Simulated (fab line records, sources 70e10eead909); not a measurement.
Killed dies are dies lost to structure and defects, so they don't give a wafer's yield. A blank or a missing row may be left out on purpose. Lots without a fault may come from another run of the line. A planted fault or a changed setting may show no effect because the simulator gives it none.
fab line records | flow nand_harc
record lots=5 wafers=15 last_day=24
route steps=1159 shown A_SLIT@796 A_SIN_REMOVE@804 A_WL_FILL@809
lots that met no fault: from a run of the same line without faults
start_h: hours from the record's first day to the start of the lot's first wafer shown | wait_h: hours since the lot's step before | " the same as in the row above | L1.1+2: a row that stands for several wafers | - no value, or no start given | * or withheld: withheld | < > ~ a bound
route shown NAME@n: a module of which the file shows steps, and the number in the route of the first | usual: mean/standard deviation of fault-free wafers | same: alike in all rows | chamber/n: place in a boat | sites: the reading at each site | _std_site: their standard deviation | _edge_site: outer sites' mean less inner sites' | radius_mm: how far each site lies from the wafer's centre | mask NAME#n: copy n | behind: the tool/chamber that last shaped the wafer | hold: why the lot was held/for how many hours/how that ended | device: the transistor (n, p or np) that didn't switch | end of line: the same wafers' tests at the end of the route | a step without rows: its recipe alone | killed: dies lost to structure and defects at the first sort, not the wafer's yield | map: a wafer's dies, x killed, . not, _ none there
set.NAME: the setting as run; set.NAME@STEP: as run at that earlier step | model.NAME: the simulator's own value behind a step, which no gauge read
lots at some steps of the route; a table a step, a row a wafer
services: from which hour (start_h, from the record's first day; less than 0 if before it) a tool's chamber was out of use, for how many hours, and why
## steps
# step NHARC_A_SLIT_ETCH_17
# recipe bias_v=900 source_w=withheld pressure_mtorr=20 ar_flow_sccm=375 c4f8_flow_sccm=83.3 o2_flow_sccm=41.7 time_s=1687.5 target_depth_a=1.01e+05 chemistry=C4F8/O2/Ar
# usual drypump_motor_current_A=5.80/0.19 showerhead_plenum_p_Torr=3.66/0.16 throttle_valve_pct=32.046/0.0094
# columns lot.wafer tool chamber start_h wait_h drypump_motor_current_A rf_hours_counter_h showerhead_plenum_p_Torr throttle_valve_pct
L075.1 har_etch-02 0 325.35 - 5.63 172 3.84 32.043
L075.2 " 1 " " 5.80 172 3.49 32.038
L075.3 " 0 " " 5.62 - 3.84 32.056
L074.3 har_etch-01 1 328.99 - 5.72 - 3.80 32.035
L074.4 " 0 " " 6.19 - 3.57 32.053
L074.5 " 1 " " 5.74 - 3.80 32.061
L083.2 har_etch-01 0 377.24 - 6.18 23 3.56 32.044
L083.3 " 1 " " 5.77 - 3.79 32.051
L083.5 " 0 " " 6.18 - 3.56 32.042
L093.2 har_etch-02 0 437.00 - 5.62 224 3.81 32.041
L093.1 " 1 " " 5.79 224 3.47 32.043
L093.4 " 1 " " 5.79 - 3.47 32.045
L092.2 har_etch-01 0 440.95 - 6.15 51 3.54 32.031
L092.5 " 0 " " 6.11 - 3.54 32.042
L092.6 " 1 " " 5.74 - 3.77 32.046
# step NHARC_A_SLIT_ETCH_26
# recipe bias_v=400 source_w=2000 pressure_mtorr=25 time_s=90 ar_flow_sccm=375 c4f8_flow_sccm=41.7 o2_flow_sccm=83.3 target_depth_a=4000 chemistry=C4F8/O2/Ar
# usual drypump_motor_current_A=5.79/0.19 showerhead_plenum_p_Torr=3.69/0.16 throttle_valve_pct=27.619/0.0074
# columns lot.wafer tool chamber start_h wait_h drypump_motor_current_A rf_hours_counter_h showerhead_plenum_p_Torr throttle_valve_pct
L075.1 har_etch-02 0 326.83 1.2 5.64 173 3.88 27.616
L075.2 " 1 " " 5.79 173 3.52 27.621
L075.3 " 0 " " 5.65 - 3.88 27.616
L074.3 har_etch-01 1 330.04 0.8 5.72 - 3.83 27.637
L074.4 " 0 " " 6.14 - 3.60 27.624
L074.5 " 1 " " 5.75 - 3.83 27.616
L083.2 har_etch-01 0 378.51 1.0 6.14 25 3.59 27.624
L083.3 " 1 " " 5.70 - 3.82 27.611
L083.5 " 0 " " 6.15 - 3.59 27.612
L093.2 har_etch-02 0 438.49 1.2 5.62 225 3.85 27.615
L093.1 " 1 " " 5.78 225 3.49 27.610
L093.4 " 1 " " 5.78 - 3.49 27.610
L092.2 har_etch-01 0 442.42 1.2 6.16 53 3.57 27.622
L092.5 " 0 " " 6.15 - 3.57 27.628
L092.6 " 1 " " 5.71 - 3.81 27.626
# step NHARC_A_SLIT_STRIP_28
# recipe o2_flow_sccm=400 cos_flow_sccm=20 ar_flow_sccm=0 bias_w=0 chemistry=O2/COS
# columns lot.wafer tool chamber start_h wait_h
L075.3+1+2 rie_diel-01 1,2,0 327.35 0.4
L074.4+3+5 rie_diel-08 3,0,2 330.52 0.4
L083.2+3+5 rie_diel-08 2,3,1 379.02 0.5
L093.1+2+4 rie_diel-08 1,2,0 439.01 0.5
L092.2+5+6 rie_diel-01 2,2,3 442.94 0.5
# step NHARC_A_SLIT_ETCH_29
# recipe target_depth_a=1000 overetch_a=100 time_s=55 ion_energy_ev=100 cf4_flow_sccm=80 o2_flow_sccm=20 ar_flow_sccm=0 rf_w=300 bias_w=100 chemistry=CF4/O2
# usual drypump_motor_current_A=5.8/0.52 oes_product_au=1.002/0.011 rf_vpp_V=197.9/1.5 showerhead_plenum_p_Torr=1.33/0.071 throttle_valve_pct=13.397/0.0084
# columns lot.wafer tool chamber start_h wait_h drypump_motor_current_A oes_product_au rf_hours_counter_h rf_vpp_V showerhead_plenum_p_Torr throttle_valve_pct
L075.2 rie_diel-01 3 327.45 0.1 5.8 1.019 0 197.0 1.30 13.406
L075.3 " 0 " " 6.0 1.011 0 195.4 1.25 13.392
L075.1 " 1 " " 4.8 1.010 0 199.5 1.42 13.409
L074.4 rie_diel-08 1 330.61 0.1 5.9 0.995 2 194.4 1.25 13.398
L074.3 " 2 " " 5.4 1.000 1 196.7 1.29 13.400
L074.5 " 0 " " 6.3 0.995 - 197.2 1.32 13.398
L083.3 rie_diel-08 0 379.09 0.1 6.3 0.996 6 198.6 1.32 13.397
L083.2 " 2 " " 5.3 1.004 6 196.6 1.29 13.406
L083.5 " 1 " " 5.9 1.000 - 196.1 1.25 13.394
L093.1 rie_diel-08 2 439.11 0.1 5.4 1.001 9 197.5 1.29 13.392
L093.2 " 3 " " 5.6 0.981 10 198.6 1.34 13.373
L093.4 " 0 " " 6.3 1.007 9 198.4 1.32 13.397
L092.2 rie_diel-01 3 443.05 0.1 5.8 1.015 8 199.2 1.30 13.397
L092.6 " 0 " " 6.1 1.008 - 197.2 1.25 13.404
L092.5 " 1 " " 4.8 1.001 - 200.2 1.41 13.406
# step NHARC_A_SLIT_STRIP_18
# recipe o2_flow_sccm=500 ar_flow_sccm=0 bias_w=0 chemistry=O2
# usual drypump_motor_current_A=5.8/0.5 oes_product_au=1.001/0.011 rf_vpp_V=57.7/1 showerhead_plenum_p_Torr=3.53/0.18 throttle_valve_pct=17.036/0.0085
# columns lot.wafer tool chamber start_h wait_h drypump_motor_current_A oes_product_au rf_hours_counter_h rf_vpp_V showerhead_plenum_p_Torr throttle_valve_pct
L075.3 rie_diel-01 3 - - 5.8 1.013 0 58.7 3.45 17.013
L075.1 " 0 " " 6.1 1.012 0 56.7 3.32 17.039
L075.2 " 1 " " 4.8 1.002 0 59.2 3.73 17.017
L074.4 rie_diel-08 3 - - 5.7 0.977 2 57.1 3.54 17.044
L074.3 " 1 " " 6.0 0.998 2 56.6 3.31 17.044
L074.5 " 2 " " 5.3 1.000 - 56.6 3.42 17.045
L083.2 rie_diel-08 1 - - 6.0 0.999 6 57.5 3.31 17.036
L083.3 " 2 " " 5.4 1.005 6 57.0 3.41 17.034
L083.5 " 2 " " 5.4 0.993 - 58.4 3.41 17.030
L093.2 rie_diel-08 1 - - 6.0 0.997 9 57.5 3.31 17.032
L093.1 " 3 " " 5.6 0.986 10 57.0 3.53 17.033
L093.4 " 0 " " 6.4 1.002 9 57.8 3.49 17.036
L092.2 rie_diel-01 0 - - 6.0 1.005 9 58.4 3.32 17.033
L092.6 " 2 " " 6.1 1.008 - 56.3 3.37 17.039
L092.5 " 3 " " 5.8 1.011 - 60.9 3.44 17.029
# step NHARC_A_SLIT_PRECLEAN_19
# recipe time_s=* temp_c=50 bath_age_min=0 chemistry=SC1
# columns lot.wafer tool chamber start_h wait_h
L075.3+1+2 wet_bench-04 6,7,1 327.85 -
L074.4+5+3 wet_bench-03 3,6,7 331.00 -
L083.2+3+5 wet_bench-03 7,1,2 379.49 -
L093.4+2+1 wet_bench-03 5,6,0 439.50 -
L092.5+6+2 wet_bench-07 6,7,3 443.43 -
# step NHARC_A_SLIT_SRD_20
# columns lot.wafer tool chamber start_h wait_h
L075.3+1+2 wet_bench-04 6,7,1 - -
L074.4+5+3 wet_bench-03 3,6,7 - -
L083.2+3+5 wet_bench-03 7,1,2 - -
L093.4+2+1 wet_bench-03 5,6,0 - -
L092.5+6+2 wet_bench-07 6,7,3 - -
# step NHARC_A_SLIT_CD_MEAS_21
# usual cd_nm=289.8/0.81
# columns lot.wafer tool chamber start_h wait_h cd_nm
L075.1 cd_sem-03 - 327.99 - 290.3
L075.2 " - " " 290.2
L075.3 " - " " 291.1
L074.3 cd_sem-03 - 331.14 - 289.3
L074.4 " - " " 289.7
L074.5 " - " " 289.0
L083.2 cd_sem-02 - 379.63 - 290.1
L083.3 " - " " 290.0
L083.5 " - " " 289.1
L093.1 cd_sem-02 - 439.64 - 288.3
L093.2 " - " " 289.3
L093.4 " - " " 288.1
L092.2 cd_sem-03 - 443.57 - 290.4
L092.5 " - " " 289.3
L092.6 " - " " 290.4
# step NHARC_A_SIN_REMOVE_WET_00
# recipe temp_c=160 time_s=15300 chemistry=H3PO4
# columns lot.wafer tool chamber start_h wait_h
L075.1+2+3 wet_h3po4-01 1 328.63 0.6
L074.3+4+5 wet_h3po4-02 0 333.86 2.7
L083.2+3+5 wet_h3po4-01 1 380.70 1.1
L093.1+2+4 wet_h3po4-01 1 442.37 2.7
L092.2+5+6 wet_h3po4-02 0 445.74 2.2
# step NHARC_A_SIN_REMOVE_PRECLEAN_01
# recipe time_s=* temp_c=50 bath_age_min=0 chemistry=SC1
# columns lot.wafer tool chamber start_h wait_h
L075.1+3+2 wet_bench-06 1,4,6 333.37 0.0
L074.5+4+3 wet_bench-05 7,0,1 338.68 0.0
L083.2+3+5 wet_bench-02 0,3,5 385.53 0.1
L093.1+4+2 wet_bench-06 4,7,0 447.14 0.0
L092.5+2+6 wet_bench-06 2,3,4 450.53 0.0
# step NHARC_A_SIN_REMOVE_SRD_02
# columns lot.wafer tool chamber start_h wait_h
L075.1+3+2 wet_bench-06 1,4,6 - -
L074.5+4+3 wet_bench-05 7,0,1 - -
L083.2+3+5 wet_bench-02 0,3,5 - -
L093.1+4+2 wet_bench-06 4,7,0 - -
L092.5+2+6 wet_bench-06 2,3,4 - -
# step NHARC_A_SIN_REMOVE_INSPECT_04
# usual raw_defect_count=291/77
# columns lot.wafer tool chamber start_h wait_h raw_defect_count
L075.1 defect_inspect-01 - 333.57 0.0 272
L075.2 " - " " 357
L075.3 " - " " 418
L074.3 defect_inspect-01 - 338.87 0.1 391
L074.4 " - " " 317
L074.5 " - " " 212
L083.2 defect_inspect-01 - 386.23 0.1 201
L083.3 " - " " 218
L083.5 " - " " 171
L093.1 defect_inspect-01 - 447.32 0.0 268
L093.2 " - " " 299
L093.4 " - " " 255
L092.2 defect_inspect-02 - 450.71 0.0 285
L092.5 " - " " 346
L092.6 " - " " 197
# step NHARC_A_WL_FILL_ALD_00
# recipe target_thk_a=30 pulse_time_s=3 ald_cycles=30 temp_c=300 material=Al2O3
# usual heater_power_w=496/48 precursor_pulse_height_rel=0.998/0.021
# columns lot.wafer tool chamber start_h wait_h heater_power_w precursor_pulse_height_rel since_wet_clean_h
L075.2 ald_hk-01 2 334.69 1.1 545 1.017 97
L075.1 " 3 " " 458 0.981 97
L075.3 " 0 " " 431 0.986 97
L074.3 ald_hk-03 0 338.93 0.1 400 1.003 7
L074.4 " 1 " " 504 1.006 7
L074.5 " 1 " " 477 0.971 -
L083.2 ald_hk-03 0 386.43 0.2 419 0.987 54
L083.3 " 3 " " 473 1.056 54
L083.5 " 1 " " 498 1.018 -
L093.2 ald_hk-01 2 447.39 0.1 527 1.028 29
L093.4 " 3 " " 450 0.975 29
L093.1 " 0 " " 445 1.020 29
L092.2 ald_hk-01 3 450.83 0.1 447 1.011 33
L092.5 " 1 " " 505 0.999 -
L092.6 " 2 " " 522 0.993 -
# step NHARC_A_WL_FILL_RTA_01
# recipe temp_c=1000 time_s=5
# usual lamp_power_pct=33.8/0.84 lamp_zone_4_pct=33.8/0.84 wafer_temp_C_max=1004.2/0.85
# columns lot.wafer tool chamber start_h wait_h lamp_power_pct lamp_zone_4_pct wafer_temp_C_max
L075.1 rtp_anneal-02 0 334.97 - 34.6 34.8 1003.7
L075.2 " 0 " " 34.7 34.7 1006.4
L075.3 " 0 " " 34.8 34.7 1004.1
L074.3 rtp_anneal-02 0 339.25 - 34.7 34.8 1003.4
L074.4 " 0 " " 34.7 34.8 1003.6
L074.5 " 0 " " 34.7 34.7 1005.5
L083.2 rtp_anneal-02 0 386.72 - 34.7 34.7 1004.1
L083.3 " 0 " " 34.8 34.7 1006.8
L083.5 " 0 " " 34.7 34.7 1004.7
L093.1 rtp_anneal-01 0 447.65 - 33.1 33.1 1003.7
L093.2 " 0 " " 33.0 33.1 1003.3
L093.4 " 0 " " 33.1 33.0 1004.2
L092.2 rtp_anneal-02 0 451.07 - 34.7 34.7 1005.0
L092.5 " 0 " " 34.7 34.6 1004.6
L092.6 " 0 " " 34.7 34.7 1004.9
# step NHARC_A_WL_FILL_ALD_02
# recipe target_thk_a=20 pulse_time_s=3 ald_cycles=100 temp_c=450 material=TiN
# usual heater_power_w=1080/88 precursor_pulse_height_rel=1.000/0.02
# columns lot.wafer tool chamber start_h wait_h heater_power_w precursor_pulse_height_rel since_wet_clean_h
L075.3 ald_metal-02 3 335.19 0.1 1108 0.981 139
L075.2 " 1 " " 1044 1.012 139
L075.1 " 2 " " 973 1.041 139
L074.4 ald_metal-01 1 339.44 0.1 996 1.035 49
L074.3 " 2 " " 1037 0.988 49
L074.5 " 0 " " 1014 1.016 -
L083.2 ald_metal-01 3 386.91 0.2 1257 1.009 97
L083.3 " 0 " " 1027 0.980 97
L083.5 " 0 " " 987 1.007 -
L093.4 ald_metal-04 1 447.91 0.1 1202 0.965 32
L093.1 " 2 " " 1064 1.016 32
L093.2 " 3 " " 1179 1.019 32
L092.2 ald_metal-04 0 451.29 0.2 982 0.998 35
L092.5 " 3 " " 1211 1.000 -
L092.6 " 0 " " 1019 0.997 -
# step NHARC_A_WL_FILL_CVD_03
# recipe target_thk_a=400 temp_c=300 pressure_torr=40 wf6_flow_sccm=40 h2_flow_sccm=1600 ar_flow_sccm=1560 time_s=3302 material=W
# usual heater_power_w=442/31 mfc_wf6_sccm=39.98/0.11 throttle_valve_pct=7.8/0.36
# columns lot.wafer tool chamber start_h wait_h heater_power_w mfc_wf6_sccm since_wet_clean_h throttle_valve_pct
L075.1 cvd_w-02 1 335.62 0.1 453 39.87 125 7.3
L075.2 " 0 " " 414 39.92 126 7.8
L075.3 " 1 " " 450 39.90 - 7.1
L074.4 cvd_w-02 0 340.78 1.0 422 40.24 - 8.3
L074.3 " 1 " " 452 39.81 - 7.5
L074.5 " 0 " " 407 40.17 - 8.0
L083.2 cvd_w-02 1 396.24 9.0 494 39.89 5 7.3
L083.3 " 0 397.66 10.4 405 40.10 - 7.9
L083.5 " 0 " " 410 39.99 - 8.0
L093.1 cvd_w-01 1 448.31 0.1 427 39.88 140 8.1
L093.2 " 0 " " 466 40.04 141 8.1
L093.4 " 0 " " 453 40.04 - 7.7
L092.2 cvd_w-02 1 457.14 5.5 501 39.93 66 7.4
L092.5 " 1 459.05 7.4 487 39.82 - 7.2
L092.6 " 0 " " 409 39.91 - 7.9
# step NHARC_A_WL_FILL_ETCHBACK_04
# recipe target_depth_a=600 time_s=120 chemistry=NF3
# usual drypump_motor_current_A=5.8/0.54 oes_product_au=1.000/0.0095
# columns lot.wafer tool chamber start_h wait_h drypump_motor_current_A oes_product_au rf_hours_counter_h
L075.1 rie_metal-03 1 338.94 2.9 5.7 1.001 1.3
L075.2 " 0 " " 5.1 1.008 1.3
L075.3 " 0 " " 5.1 0.989 -
L074.4 rie_metal-01 1 343.20 2.0 5.6 0.997 -
L074.3 " 0 " " 6.6 0.985 -
L074.5 " 0 " " 6.5 0.981 -
L083.2 rie_metal-01 1 399.56 2.8 5.7 1.026 1.5
L083.3 " 0 " " 6.5 0.996 -
L083.5 " 0 " " 6.5 1.001 -
L093.1 rie_metal-01 1 451.59 2.8 5.7 1.013 3.1
L093.2 " 0 " " 6.5 0.997 3.1
L093.4 " 0 " " 6.5 1.007 -
L092.2 rie_metal-01 0 460.53 2.9 6.6 1.005 3.5
L092.5 " 1 " " 5.7 1.022 -
L092.6 " 0 " " 6.5 1.013 -
# step NHARC_A_WL_FILL_ETCHBACK_05
# recipe target_depth_a=220 time_s=60 temp_c=40 chemistry=Cl2/BCl3
# usual drypump_motor_current_A=5.8/0.54 oes_product_au=0.999/0.009
# columns lot.wafer tool chamber start_h wait_h drypump_motor_current_A oes_product_au rf_hours_counter_h
L075.1 rie_metal-03 1 339.27 0.3 5.7 1.005 1.5
L075.2 " 0 " " 5.1 0.995 1.5
L075.3 " 0 " " 5.1 0.998 -
L074.4 rie_metal-01 0 343.40 0.2 6.5 0.991 -
L074.3 " 1 " " 5.7 0.997 -
L074.5 " 0 " " 6.5 0.992 -
L083.2 rie_metal-01 0 399.81 0.2 6.6 0.990 1.7
L083.3 " 1 " " 5.7 0.999 -
L083.5 " 1 " " 5.7 0.999 -
L093.1 rie_metal-01 0 451.83 0.2 6.6 0.997 3.2
L093.2 " 1 " " 5.7 1.001 3.2
L093.4 " 0 " " 6.5 0.999 -
L092.2 rie_metal-01 0 460.75 0.2 6.5 1.005 3.7
L092.5 " 1 " " 5.7 1.015 -
L092.6 " 0 " " 6.6 1.012 -
# step NHARC_A_WL_FILL_STRIP_27
# recipe power_w=1500 temp_c=250 time_s=20 chemistry=N2/H2
# usual drypump_motor_current_A=5.6/0.37 heater_power_w=313/13
# columns lot.wafer tool chamber start_h wait_h drypump_motor_current_A heater_power_w rf_hours_counter_h
L075.2 plasma_asher-02 0 339.60 0.3 5.2 284 50
L075.1 " 1 " " 6.2 307 50
L075.3 " 1 " " 6.2 310 -
L074.4 plasma_asher-01 1 343.56 0.1 5.4 329 -
L074.3 " 0 " " 5.7 301 -
L074.5 " 0 " " 5.7 299 -
L083.2 plasma_asher-02 0 399.94 0.1 5.2 308 9
L083.3 " 1 " " 6.2 329 -
L083.5 " 1 " " 6.2 318 -
L093.2 plasma_asher-02 1 451.97 0.1 6.2 319 26
L093.1 " 0 " " 5.1 313 26
L093.4 " 0 " " 5.1 310 -
L092.2 plasma_asher-02 0 460.89 0.1 5.1 316 33
L092.6 " 1 " " 6.2 321 -
L092.5 " 0 " " 5.1 305 -
# step NHARC_A_WL_FILL_STRIP_28
# recipe time_s=1200 temp_c=72.5 chemistry=post_etch_residue_remover
# columns lot.wafer tool chamber start_h wait_h
L075.2+1+3 wet_bench-01 4,6,0 339.78 0.2
L074.3+4+5 wet_bench-03 4,5,6 343.70 0.1
L083.5+3+2 wet_bench-03 2,4,5 400.13 0.1
L093.1+2+4 wet_bench-09 0,2,3 452.15 0.1
L092.2+5+6 wet_bench-01 1,2,3 461.06 0.1
# step NHARC_A_WL_FILL_PRECLEAN_06
# recipe time_s=300 chemistry=DIW
# columns lot.wafer tool chamber start_h wait_h
L075.2+1+3 wet_bench-01 4,6,0 - -
L074.3+4+5 wet_bench-03 4,5,6 - -
L083.5+3+2 wet_bench-03 2,4,5 - -
L093.1+2+4 wet_bench-09 0,2,3 - -
L092.2+5+6 wet_bench-01 1,2,3 - -
# step NHARC_A_WL_FILL_SRD_07
# columns lot.wafer tool chamber start_h wait_h
L075.2+1+3 wet_bench-01 4,6,0 - -
L074.3+4+5 wet_bench-03 4,5,6 - -
L083.5+3+2 wet_bench-03 2,4,5 - -
L093.1+2+4 wet_bench-09 0,2,3 - -
L092.2+5+6 wet_bench-01 1,2,3 - -
# step NHARC_A_WL_FILL_ANNEAL_08
# recipe temp_c=450 time_s=1800
# usual spike_tc_lower_C=450.4/1.1 tube_center_temp_C=450/0.036
# columns lot.wafer tool chamber start_h wait_h spike_tc_lower_C tube_center_temp_C
L075.1 furnace-01 0 343.34 - 450.2 450.03
L075.2 " 0 " " 452.7 450.02
L075.3 " 0 " " 450.2 450.04
L074.3 furnace-02 0 347.52 - 448.6 450.01
L074.4 " 0 " " 450.8 450
L074.5 " 0 " " 452.3 450.03
L083.2 furnace-07 0 403.48 - 449.7 450
L083.3 " 0 " " 451.3 450.03
L083.5 " 0 " " 450.6 449.98
L093.1 furnace-01 0 456.88 - 448.8 450.07
L093.2 " 0 " " 449.4 450.04
L093.4 " 0 " " 450.6 450.04
L092.2 furnace-01 0 464.61 - 451.0 450
L092.5 " 0 " " 449.2 450.04
L092.6 " 0 " " 450.9 450.01
# step NHARC_A_WL_FILL_ALD_10
# recipe target_thk_a=500 pulse_time_s=10 ald_cycles=500 temp_c=300 material=SiO2
# usual heater_power_w=491/50 precursor_pulse_height_rel=0.998/0.018
# columns lot.wafer tool chamber start_h wait_h heater_power_w precursor_pulse_height_rel since_wet_clean_h
L075.2 ald_hk-03 2 344.83 0.1 593 1.003 14
L075.3 " 0 345.85 1.1 411 0.991 15
L075.1 " 1 " " 482 1.005 15
L074.3 ald_hk-02 3 350.03 1.1 448 0.952 60
L074.4 " 1 352.09 3.1 512 1.023 62
L074.5 " 3 354.15 5.2 452 1.011 -
L083.3 ald_hk-02 3 405.87 0.9 453 1.010 115
L083.2 " 0 " " 569 0.958 116
L083.5 " 2 407.39 2.4 513 0.987 -
L093.4 ald_hk-01 3 458.38 0.1 453 1.020 41
L093.2 " 1 459.43 1.1 508 1.009 42
L093.1 " 2 " " 522 0.976 43
L092.2 ald_hk-03 2 467.17 1.1 573 0.986 136
L092.6 " 0 468.22 2.2 413 1.028 -
L092.5 " 1 " " 508 0.979 -
# step NHARC_A_WL_FILL_ETCHBACK_16
# recipe target_depth_a=880 time_s=17.6 c4f8_flow_sccm=withheld o2_flow_sccm=8 ar_flow_sccm=withheld rf_w=600 bias_w=800 chemistry=C4F8/O2/Ar
# usual oes_product_au=0.986/0.027 rf_vpp_V=723/3.7
# columns lot.wafer tool chamber start_h wait_h oes_product_au rf_hours_counter_h rf_vpp_V
L075.1 rie_diel-07 3 - - 0.987 7.4 716
L075.3 " 1 " " 1.014 6.6 725
L075.2 " 2 " " 1.004 6.6 726
L074.3 rie_diel-13 2 - - 1.002 2.8 722
L074.4 " 1 " " 1.000 - 719
L074.5 " 3 " " 0.976 - 725
L083.3 rie_diel-13 0 - - 0.953 4.4 723
L083.2 " 1 " " 0.963 4.1 718
L083.5 " 0 " " 0.958 - 724
L093.1 rie_diel-13 3 - - 0.993 0.1 725
L093.2 " 0 " " 0.992 0.1 721
L093.4 " 2 " " 1.012 - 721
L092.2 rie_diel-13 2 - - 1.014 0.2 721
L092.5 " 0 " " 0.992 - 723
L092.6 " 2 " " 1.014 - 725
# step NHARC_A_WL_FILL_STRIP_29
# recipe time_s=20 o2_flow_sccm=500 ar_flow_sccm=0 bias_w=0 chemistry=O2
# usual drypump_motor_current_A=5.6/0.35 oes_product_au=0.999/0.009 rf_vpp_V=57.9/0.85 showerhead_plenum_p_Torr=3.52/0.13 throttle_valve_pct=17.037/0.0092
# columns lot.wafer tool chamber start_h wait_h drypump_motor_current_A oes_product_au rf_hours_counter_h rf_vpp_V showerhead_plenum_p_Torr throttle_valve_pct
L075.1 rie_diel-07 2 349.56 0.1 5.7 1.008 6.6 58.5 3.59 17.053
L075.2 " 3 " " 6.2 0.991 7.4 59.0 3.32 17.008
L075.3 " 1 " " 4.9 1.008 6.6 60.1 3.57 17.056
L074.3 rie_diel-13 3 356.84 0.1 5.8 0.990 2.8 56.9 3.59 17.038
L074.4 " 3 " " 5.8 0.978 - 58.5 3.59 17.032
L074.5 " 1 " " 5.1 0.986 - 58.1 3.38 17.033
L083.3 rie_diel-13 3 410.04 0.1 5.8 0.996 4.5 57.4 3.59 17.029
L083.2 " 1 " " 5.1 1.003 4.1 56.0 3.38 17.052
L083.5 " 2 " " 5.7 1.006 - 58.0 3.48 17.041
L093.1 rie_diel-13 0 463.17 0.1 5.6 0.990 0.1 57.5 3.54 17.033
L093.2 " 3 " " 5.8 0.994 0.1 56.9 3.59 17.032
L093.4 " 0 " " 5.6 0.985 - 56.8 3.54 17.020
L092.2 rie_diel-13 0 470.95 0.1 5.6 0.994 0.2 59.8 3.54 17.029
L092.6 " 3 " " 5.8 0.993 - 57.7 3.59 17.046
L092.5 " 0 " " 5.6 0.990 - 57.8 3.54 17.041
# step NHARC_A_WL_FILL_ETCHBACK_17
# recipe target_depth_a=40 time_s=26.7 chemistry=Cl2/BCl3
# usual drypump_motor_current_A=5.8/0.54 oes_product_au=1.000/0.0094
# columns lot.wafer tool chamber start_h wait_h drypump_motor_current_A oes_product_au rf_hours_counter_h
L075.1 rie_metal-02 1 349.65 - 5.1 0.989 4.1
L075.2 " 0 " " 6.3 1.000 3.2
L075.3 " 0 " " 6.4 0.996 -
L074.4 rie_metal-01 0 356.97 - 6.5 0.987 -
L074.3 " 1 " " 5.7 0.994 -
L074.5 " 1 " " 5.7 0.995 -
L083.2 rie_metal-02 1 410.15 - 5.2 0.990 0.4
L083.3 " 0 " " 6.4 0.995 -
L083.5 " 0 " " 6.4 0.993 -
L093.2 rie_metal-01 1 463.27 - 5.7 1.011 3.7
L093.1 " 0 " " 6.5 1.011 3.7
L093.4 " 1 " " 5.7 1.014 -
L092.2 rie_metal-03 0 471.04 - 5.1 0.990 0.2
L092.5 " 0 " " 5.1 0.983 -
L092.6 " 1 " " 5.8 1.006 -
# step NHARC_A_WL_FILL_PRECLEAN_18
# recipe time_s=30 chemistry=dHF
# columns lot.wafer tool chamber start_h wait_h
L075.1+2+3 wet_bench-09 1,2,3 349.85 0.2
L074.5+4+3 wet_bench-03 5,6,2 357.11 0.1
L083.2+5+3 wet_bench-09 1,4,5 410.33 0.2
L093.4+1+2 wet_bench-03 3,6,7 463.45 0.1
L092.2+5+6 wet_bench-03 3,4,6 471.22 0.2
# step NHARC_A_WL_FILL_SRD_21
# columns lot.wafer tool chamber start_h wait_h
L075.1+2+3 wet_bench-09 1,2,3 349.88 0.0
L074.5+4+3 wet_bench-03 5,6,2 357.14 0.0
L083.2+5+3 wet_bench-09 1,4,5 410.36 0.0
L093.4+1+2 wet_bench-03 3,6,7 463.48 0.0
L092.2+5+6 wet_bench-03 3,4,6 471.25 0.0
# step NHARC_A_WL_FILL_CVD_23
# recipe target_thk_a=400 temp_c=620 pressure_mtorr=200 time_s=800 material=poly-Si
# usual spike_tc_lower_C=620.3/1.3 tube_center_temp_C=620/0.058
# columns lot.wafer tool chamber start_h wait_h spike_tc_lower_C tube_center_temp_C
L075.1 lpcvd_poly-03 0 352.27 2.4 620.6 619.99
L075.2 " 0 " " 623.4 619.93
L075.3 " 0 " " 621.7 619.96
L074.3 lpcvd_poly-03 0 359.76 2.6 620.3 619.95
L074.4 " 0 " " 622.4 620.1
L074.5 " 0 " " 621.1 620.08
L083.2 lpcvd_poly-02 0 412.48 2.1 621.4 619.98
L083.3 " 0 " " 620.3 619.99
L083.5 " 0 " " 618.7 619.96
L093.1 lpcvd_poly-03 0 466.08 2.6 620.8 620.07
L093.2 " 0 " " 621.6 620.01
L093.4 " 0 " " 619.8 619.95
L092.2 lpcvd_poly-04 0 473.50 2.3 617.0 620.1
L092.5 " 0 " " 618.2 620.01
L092.6 " 0 " " 619.7 620.03
# step NHARC_A_WL_FILL_ETCHBACK_26
# recipe target_depth_a=520 time_s=13.3 hbr_flow_sccm=150 rf_w=350 icp_w=350 bias_w=60 chemistry=HBr
# usual drypump_motor_current_A=6.0/0.43 oes_product_au=1.005/0.01 throttle_valve_pct=23.266/0.0084
# columns lot.wafer tool chamber start_h wait_h drypump_motor_current_A oes_product_au rf_hours_counter_h throttle_valve_pct
L075.2 rie_si-03 2 354.86 0.4 6.4 1.005 0.1 23.263
L075.3 " 3 " " 6.4 1.024 0.0 23.273
L075.1 " 0 " " 5.3 1.004 0.1 23.265
L074.4 rie_si-03 2 362.32 0.4 6.4 0.998 0.1 23.263
L074.3 " 0 " " 5.3 0.991 0.1 23.270
L074.5 " 2 " " 6.4 0.990 - 23.254
L083.3 rie_si-02 2 415.06 0.4 5.9 1.010 0.1 23.272
L083.2 " 3 " " 5.7 1.002 0.1 23.271
L083.5 " 0 " " 6.0 1.001 - 23.273
L093.1 rie_si-02 0 468.67 0.4 6.1 1.006 0.5 23.266
L093.4 " 2 " " 6.0 1.014 0.5 23.266
L093.2 " 3 " " 5.7 1.000 0.6 23.265
L092.2 rie_si-03 3 476.16 0.4 6.4 1.021 0.9 23.259
L092.5 " 0 " " 5.2 1.029 - 23.256
L092.6 " 1 " " 5.8 1.010 - 23.254
## services
# columns tool chamber start_h hours kind
rie_diel-08 - 301.81 9.0 pm
har_etch-02 - 302.23 5.8 repair
har_etch-01 - 305.00 17.0 pm
wet_bench-06 - 305.60 8.0 pm
rie_diel-01 - 314.85 9.0 pm
wet_bench-03 - 322.40 8.0 pm
rie_diel-08 2 323.80 4.1 repair
rie_metal-01 - 332.00 9.0 pm
rie_diel-01 - 344.61 0.8 repair
rie_diel-13 0 349.91 9.2 repair
rie_diel-13 1 369.07 13.9 repair
wet_bench-06 - 388.55 3.3 repair
wet_bench-01 - 389.60 8.0 pm
rie_diel-08 2 404.82 6.8 repair
rie_diel-13 2 413.50 10.4 repair
rie_diel-01 2 417.81 4.4 repair
rie_diel-08 1 429.20 4.5 repair
rie_diel-08 2 448.00 11.9 repair
rie_diel-13 - 453.00 9.0 pm
rie_diel-08 0 460.50 2.8 repair
rie_diel-13 1 462.67 11.4 repair
rie_metal-01 - 464.64 0.2 repair
wet_bench-09 - 464.80 8.0 pm
rie_diel-08 2 468.44 9.8 repair
## key
fault none
